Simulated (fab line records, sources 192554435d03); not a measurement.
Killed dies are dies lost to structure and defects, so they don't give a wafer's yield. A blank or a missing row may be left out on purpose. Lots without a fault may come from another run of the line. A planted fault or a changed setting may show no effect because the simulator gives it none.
Chamber matching | flow n5_finfet | N5_BEOL_M7_CURE_75 on uv_cure-03: 3 sister chambers
The step cures SiCOH lowk, time 120 s. 22 wafers are shown with their chamber, then 11 later ones without.

WAFERS WITH THEIR CHAMBER
wafer  | chamber | wafer_temp_C_max | lamp_power_pct (%)
L074.3 | 0       | 372.6            | 52.38
L074.4 | 0       | 372.0            | 52.39
L074.5 | 0       | 372.3            | 52.28
L076.1 | 2       | 371.8            | 52.21
L076.2 | 2       | 371.6            | 52.35
L076.4 | 2       | 372.3            | 52.32
L077.4 | 0       | 372.8            | 52.32
L077.5 | 0       | 372.8            | 52.36
L077.6 | 0       | 372.3            | 52.28
L079.2 | 2       | 371.5            | 52.38
L079.3 | 2       | 372.1            | 52.26
L079.4 | 2       | 372.1            | 52.35
L085.1 | 1       | 372.0            | 52.33
L085.4 | 1       | 372.8            | 52.31
L085.5 | 1       | 372.6            | 52.28
L085.2 | 1       | 372.2            | 52.30
L085.3 | 1       | 372.5            | 52.32
L085.6 | 1       | 372.6            | 52.30
L089.1 | 0       | 371.8            | 52.29
L089.2 | 0       | 372.9            | 52.33
L089.3 | 0       | 372.2            | 52.20
L089.4 | 0       | 372.2            | 52.23

SIGNATURES (means of the wafers above)
reading          | chamber 0 | chamber 1 | chamber 2 | scatter within a chamber
wafer_temp_C_max | 372.390   | 372.450   | 371.900   | 0.337
lamp_power_pct   | 52.3060   | 52.3067   | 52.3117   | 0.0548
Rule: a wafer's distance from a chamber is the root of the sum, over the readings, of the square of ((its reading less the chamber's mean) divided by the reading's scatter). The wafer belongs to the nearest chamber; if the next one is less than 2 further off, it can't be placed. The scatter: the root of (the sum of the squares of (reading less its chamber's mean) over the shown wafers, divided by (wafers less chambers)).

WAFERS WITHOUT THEIR CHAMBER
wafer  | wafer_temp_C_max | lamp_power_pct (%)
L089.5 | 372.4            | 52.36
L089.6 | 372.1            | 52.34
L087.1 | 371.9            | 52.45
L087.2 | 373.8            | 52.27
L087.3 | 372.7            | 52.26
L091.1 | 371.8            | 52.40
L091.3 | 371.8            | 52.32
L091.6 | 371.9            | 52.35
L096.3 | 371.9            | 52.42
L096.4 | 372.6            | 52.28
L096.6 | 372.2            | 52.31

WHICH CHAMBER EACH WENT THROUGH
wafer  | from the rows above          | in truth
L089.5 | can't be placed: 1 or 0 or 2 | 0
L089.6 | can't be placed: 2 or 0 or 1 | 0
L087.1 | can't be placed: 2 or 0 or 1 | 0
L087.2 | can't be placed: 1 or 0 or 2 | 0
L087.3 | can't be placed: 1 or 0 or 2 | 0
L091.1 | can't be placed: 2 or 0 or 1 | 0
L091.3 | can't be placed: 2 or 0 or 1 | 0
L091.6 | can't be placed: 2 or 0 or 1 | 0
L096.3 | can't be placed: 2 or 0 or 1 | 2
L096.4 | can't be placed: 1 or 0 or 2 | 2
L096.6 | can't be placed: 0 or 1 or 2 | 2
Placed correctly: 0 of 11. Can't be placed from these rows: 11 (the true chamber is among the candidates in 11). Placed wrongly: 0.
